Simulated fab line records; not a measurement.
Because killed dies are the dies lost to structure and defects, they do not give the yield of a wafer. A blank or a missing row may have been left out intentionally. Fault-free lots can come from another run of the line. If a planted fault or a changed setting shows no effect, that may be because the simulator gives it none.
A struck lot beside a sound one -- flow n5_finfet -- 38 out of 1938 route steps
Sound: these wafers, L663.1, L663.2, L663.6. Struck: wafer L660.3 (left out: L660.1, L660.6 of the same lot, which were not struck); the cause appears at the end.
Order at every step that has rows: each side's tool, ch and its chambers, its first start. Under that, the readings that differ: sound wafers -- struck wafers -- difference of the means -- sigmas: that difference in standard deviations of wafers without a fault.
alike: words and numbers the same on both sides, and readings whose means are apart by under 2 such deviations; not compared: readings that were withheld, readings missing a value for some wafer, numbers with overlapping values and no deviation given by the record, and bounds like >300 which may hide the same value.
A row with sigmas, a row that says differs or no value, or rows on one side alone: a step with any of these is where the two part. Non-overlapping numbers with no deviation appear without sigmas and do not part them. Lack of a reading on every wafer of one side parts them only where that side has two or more wafers.

first, 9 steps without rows for these wafers: N5_BEOL_M0_ANNEAL_135 (time 60 s); N5_BEOL_M0_SPUTTER_141 (material Cu, target thk 4 nm, time 7.37 s); N5_BEOL_M0_ECD_118 (material Cu, target thk 300 nm); N5_BEOL_M0_ANNEAL_119 (time 90 s); N5_BEOL_M0_CMP_120 (polishes, stops on SiOC, t overpolish 6.9 s); N5_BEOL_M0_PRE_CLEAN_131 (time 15 s); N5_BEOL_M0_CO_CAP_123 (material Co, precursor CCTBA/H2, target thk 2 nm, time 102.1 s); N5_BEOL_M0_PRE_CLEAN_124 (time 15 s); N5_BEOL_M0_DEP_125 (deposits SiCN from 3MS/NH3, target thk 8 nm, time 14 s).
N5_BEOL_M1_ILD_DEP_00: deposits SiOC from DEMS/O2, target thk 79 nm, time 15.3 s.
  sound on pecvd-02 ch 0,1, day 11 02:43; struck on pecvd-04 ch 0, day 10 19:19
reading,sound,struck,difference,sigmas
model.SiOC_of_BEOL_M1_ILD_DEP_00.thk_nm (nm),78 77.2 79.4,137.6,+59.4,
  alike: heater_power_w, showerhead_plenum_p_Torr, throttle_valve_pct
N5_BEOL_M1_THK_MEAS_01:
  sound on film_metro-02, day 11 02:47; struck on film_metro-01, day 10 19:24
reading,sound,struck,difference,sigmas
M1_ILD_THK (nm),78.1 77.2 79.6,137.7,+59.4,+59
then, 24 steps without rows for these wafers: N5_BEOL_M1_PECVD_72 (deposits SiO2 from TEOS/O2, target thk 16 nm, time 18 s); N5_BEOL_M1_HM_DEP_02 (deposits TiN, target thk 20 nm); N5_BEOL_M1_COAT_61 (time 60 s, resist thk 60 nm); N5_BEOL_M1_COAT_62 (time 60 s, resist thk 12 nm); N5_BEOL_M1_COAT_73 (time 60 s, resist thk 5 nm); N5_BEOL_M1_COAT_05 (resist thk 30 nm); N5_BEOL_M1_EBR_07; N5_BEOL_M1_SOFTBAKE_06 (time 60 s); N5_BEOL_M1_EXPOSE_08 (exposes mask M1); N5_BEOL_M1_PEB_09 (peb time 60 s); N5_BEOL_M1_DEVELOP_10 (develop time 30 s); N5_BEOL_M1_DESCUM_16 (chemistry O2, time 7 s); N5_BEOL_M1_ETCH_74 (etches underlayer in N2/H2, target depth 6.5 nm, time 5.2 s); N5_BEOL_M1_ETCH_63 (etches SiARC in CF4, target depth 15.6 nm, time 26 s); N5_BEOL_M1_ETCH_64 (etches SOC in N2/H2, target depth 75 nm, overetch 15 nm, time 112.5 s); N5_BEOL_M1_STRIP_65 (strips in N2/H2); N5_BEOL_M1_STRIP_75 (strips in N2/H2); N5_BEOL_M1_STRIP_66 (strips in CF4); N5_BEOL_M1_HM_OPEN_17 (chemistry Cl2/BCl3, target TiN, target depth 20 nm, overetch 6 nm); N5_BEOL_M1_STRIP_19 (strips in O2); N5_BEOL_M1_COAT_67 (time 60 s, resist thk 60 nm); N5_BEOL_M1_COAT_68 (time 60 s, resist thk 12 nm); N5_BEOL_M1_COAT_76 (time 60 s, resist thk 5 nm); N5_BEOL_M1_COAT_22 (resist thk 30 nm).
N5_BEOL_M1_CMP_52: polishes, stops on SiOC, t overpolish 6.8 s, target thk 40 nm.
  sound on cmp-04 ch 1,2,3, day 11 11:20; struck on cmp-03 ch 0, day 11 09:06
reading,sound,struck,difference,sigmas
model.Cu_of_BEOL_M1_ECD_50.thk_nm (nm),40.2 38.6 40.2,100.8,+61.1,
model.SiOC_of_BEOL_M1_ILD_DEP_00.thk_nm (nm),77 76.2 78.6,136.6,+59.3,
  alike: edge_zone_pressure_frac, motor_current_A, platen_rpm
  not compared: pad_life_wafers
N5_BEOL_M4_RC_MEAS_101:
  the record has rows for the sound wafers here (prober-02 ch 0, day 13 20:56) and none for the struck ones
-- the record jumps here: 6 days lie between the struck wafers' starts before and after (it left off in module BEOL_M4 and takes up again in module PASSIVATION, whose first step shown is number 1936 of the route) --
N5_PASSIVATION_PROBE_49:
  rows exist in the record for the struck wafers here (prober-02, day 17 20:33), but not for the sound ones

== WHERE THEY PART ==
Earliest at N5_BEOL_M1_THK_MEAS_01; latest, in this record, at N5_PASSIVATION_PROBE_49.

WHY: what the simulator had put in
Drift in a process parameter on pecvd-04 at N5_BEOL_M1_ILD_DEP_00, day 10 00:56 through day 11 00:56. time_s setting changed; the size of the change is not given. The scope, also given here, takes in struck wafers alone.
